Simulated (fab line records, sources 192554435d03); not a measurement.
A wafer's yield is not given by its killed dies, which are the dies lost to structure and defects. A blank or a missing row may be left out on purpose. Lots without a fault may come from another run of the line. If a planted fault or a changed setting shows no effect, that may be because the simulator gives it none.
Split-lot experiment ; flow n5_finfet ; route with 1938 steps; 7 lots, 39 wafers read

## ON THE SPLIT
At N5_BEOL_M6_PECVD_70 (deposits SiO2 from TEOS/O2, target thk 20 nm, time 22.7 s), the setting time_s was moved away from the recipe's 22.7 s on 18 of the 39 wafers read, by -55.8% to +49.1%. This setting was run at the recipe's value on the other wafers.

The reading is taken at the split's own step.

## THE READING
SiO2_of_BEOL_M6_PECVD_70.thk_nm (the simulator's own value, which no gauge read), in nm, at N5_BEOL_M6_PECVD_70 (deposits SiO2 from TEOS/O2, target thk 20 nm, time 22.7 s). The file does not state a usual value for it. The 21 wafers here that ran the recipe average 20.2 nm, standard deviation 0.29 nm.

wafer;tool, chamber at the split;time_s as run, s;against the recipe;SiO2_of_BEOL_M6_PECVD_70.thk_nm, nm;against lot-mates on the recipe
L078.1;pecvd-04, 2;33.84;+49.1%;29.6;+9.3
L078.2;pecvd-04, 1;33.84;+49.1%;29.4;+9.1
L078.3;pecvd-04, 0;22.7;recipe;20;-
L078.4;pecvd-04, 2;22.7;recipe;20.6;-
L078.5;pecvd-04, 0;22.7;recipe;20.2;-
L078.6;pecvd-04, 1;33.84;+49.1%;30;+9.7
L081.1;pecvd-01, 0;29.59;+30.4%;25.8;+5.7
L081.2;pecvd-01, 2;22.7;recipe;19.8;-
L081.3;pecvd-01, 1;22.7;recipe;20.2;-
L081.4;pecvd-01, 2;29.59;+30.4%;26;+5.9
L081.5;pecvd-01, 0;22.7;recipe;20.4;-
L081.6;pecvd-01, 1;29.59;+30.4%;26.2;+6.1
L083.1;pecvd-04, 2;22.7;recipe;20.2;-
L083.2;pecvd-04, 0;22.7;recipe;19.8;-
L083.5;pecvd-04, 0;22.7;recipe;19.8;-
L083.3;pecvd-04, 1;10.03;-55.8%;9.2;-10.7
L083.4;pecvd-04, 1,2;10.03;-55.8%;9.6;-10.3
L083.6;pecvd-04, 1,2;10.03;-55.8%;9.6;-10.3
L086.1;pecvd-01, 0,1;22.7;recipe;20.2;-
L086.2;pecvd-01, 0,1;22.7;recipe;20.2;-
L086.3;pecvd-01, 2;28.52;+25.6%;25;+4.7
L086.4;pecvd-01, 1;22.7;recipe;20.6;-
L086.5;pecvd-01, 0;28.52;+25.6%;25.4;+5.1
L086.6;pecvd-01, 2;28.52;+25.6%;25.6;+5.3
L091.1;pecvd-01, 1,2;22.7;recipe;20.2;-
L091.4;pecvd-01, 1,2;22.7;recipe;20.2;-
L091.6;pecvd-01, 1;22.7;recipe;20.8;-
L092.1;pecvd-03, 0;19.29;-15.0%;17.2;-2.9
L092.2;pecvd-03, 1;22.7;recipe;20.2;-
L092.4;pecvd-03, 1;22.7;recipe;20.2;-
L092.3;pecvd-03, 2;22.7;recipe;20;-
L092.5;pecvd-03, 2;19.29;-15.0%;16.8;-3.3
L092.6;pecvd-03, 0;19.29;-15.0%;17.4;-2.7
L096.1;pecvd-03, 0,1;10.17;-55.2%;9.2;-10.7
L096.5;pecvd-03, 0,1;10.17;-55.2%;9.2;-10.7
L096.2;pecvd-03, 1;10.17;-55.2%;9;-10.9
L096.3;pecvd-03, 2;22.7;recipe;19.6;-
L096.4;pecvd-03, 0;22.7;recipe;20.2;-
L096.6;pecvd-03, 2;22.7;recipe;19.8;-
Where a row lists several chambers, the file gives one row for several wafers and doesn't say which wafer went through which chamber.

FIT RESULTS
A straight line over all 39 wafers: SiO2_of_BEOL_M6_PECVD_70.thk_nm changes by +0.195 nm for each +1% of time_s; r = +1.00; the points scatter about the line by 0.28 nm.
The same after taking each lot's own level away (the mean of its wafers on the recipe; 39 wafers): +0.192 nm for each +1%; r = +1.00; scatter 0.24 nm.
Per that fit: largest time_s move, reading shift of 11 nm.
The lots' own levels span 19.87 to 20.40 nm, that is 1.8 times the standard deviation above.
Consequently the slope shifts little with the lot-to-lot level, the two slopes agreeing.
Check: -10.7 nm against its lot-mates is what the line predicts for one of the wafers moved furthest among these (-55.8%) when that wafer is left out of the fit. Against them it came out at -10.7 nm.

## THESE WAFERS: OTHER SPLITS
These wafers also went through other splits before the reading. Each is held against what the fit with the lots' levels taken away leaves over:
other split on the same wafers;wafers away from the commonest value;r with SiO2_of_BEOL_M6_PECVD_70.thk_nm (lot level and that fit taken away)
N5_MOL_CONTACT_COAG_VIA_ETCH_117 target_depth_a;18;-0.06
N5_BEOL_M3_TRENCH_ETCH_37 target_depth_a;15;-0.38
N5_BEOL_M5_CVD_47 target_thk_a;12;-0.09

## FILE'S OWN FIT
SiO2_of_BEOL_M6_PECVD_70.thk_nm changes by +0.192 nm for each +1% of time_s, r = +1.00.
